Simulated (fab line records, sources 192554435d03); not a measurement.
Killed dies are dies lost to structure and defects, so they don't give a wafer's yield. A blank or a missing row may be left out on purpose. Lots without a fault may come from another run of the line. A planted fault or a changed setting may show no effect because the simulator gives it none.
Chamber matching | flow n5_finfet | N5_BEOL_M14_DEP_53 on pecvd-04: 3 sister chambers
The step deposits SiCN from 3MS/NH3, target thk 50 nm, time 17.8 s. 16 wafers are shown with their chamber, then 8 later ones without.

WAFERS WITH THEIR CHAMBER
wafer  | chamber | throttle_valve_pct (%) | showerhead_plenum_p_Torr (Torr)
L074.1 | 1       | 18.9                   | 4.148
L074.3 | 0       | 16.9                   | 4.128
L074.5 | 1       | 19.2                   | 4.132
L077.1 | 1       | 19.0                   | 4.144
L077.4 | 1       | 18.8                   | 4.144
L077.6 | 0       | 17.2                   | 4.122
L076.1 | 0       | 16.9                   | 4.123
L076.4 | 0       | 16.8                   | 4.116
L076.6 | 2       | 17.2                   | 4.147
L075.2 | 0       | 16.8                   | 4.122
L075.4 | 1       | 19.1                   | 4.144
L075.6 | 2       | 17.3                   | 4.172
L084.2 | 1       | 19.2                   | 4.150
L084.5 | 1       | 19.1                   | 4.149
L084.6 | 0       | 17.4                   | 4.125
L086.1 | 0       | 17.0                   | 4.113

SIGNATURES (means of the wafers above)
reading                  | chamber 0 | chamber 1 | chamber 2 | scatter within a chamber
throttle_valve_pct       | 17.000    | 19.043    | 17.250    | 0.184
showerhead_plenum_p_Torr | 4.12129   | 4.14443   | 4.15950   | 0.00729
Rule: a wafer's distance from a chamber is the root of the sum, over the readings, of the square of ((its reading less the chamber's mean) divided by the reading's scatter). The wafer belongs to the nearest chamber; if the next one is less than 2 further off, it can't be placed. The scatter: the root of (the sum of the squares of (reading less its chamber's mean) over the shown wafers, divided by (wafers less chambers)).

WAFERS WITHOUT THEIR CHAMBER
wafer  | throttle_valve_pct (%) | showerhead_plenum_p_Torr (Torr)
L086.3 | 19.4                   | 4.150
L086.5 | 19.0                   | 4.141
L087.2 | 17.1                   | 4.165
L087.3 | 17.5                   | 4.116
L087.6 | 17.3                   | 4.169
L090.3 | 19.1                   | 4.136
L090.4 | 19.1                   | 4.135
L090.6 | 17.1                   | 4.119

WHICH CHAMBER EACH WENT THROUGH
wafer  | from the rows above | in truth
L086.3 | 1                   | 1
L086.5 | 1                   | 1
L087.2 | 2                   | 2
L087.3 | 0                   | 0
L087.6 | 2                   | 2
L090.3 | 1                   | 1
L090.4 | 1                   | 1
L090.6 | 0                   | 0
Placed correctly: 8 of 8. Can't be placed from these rows: 0. Placed wrongly: 0.
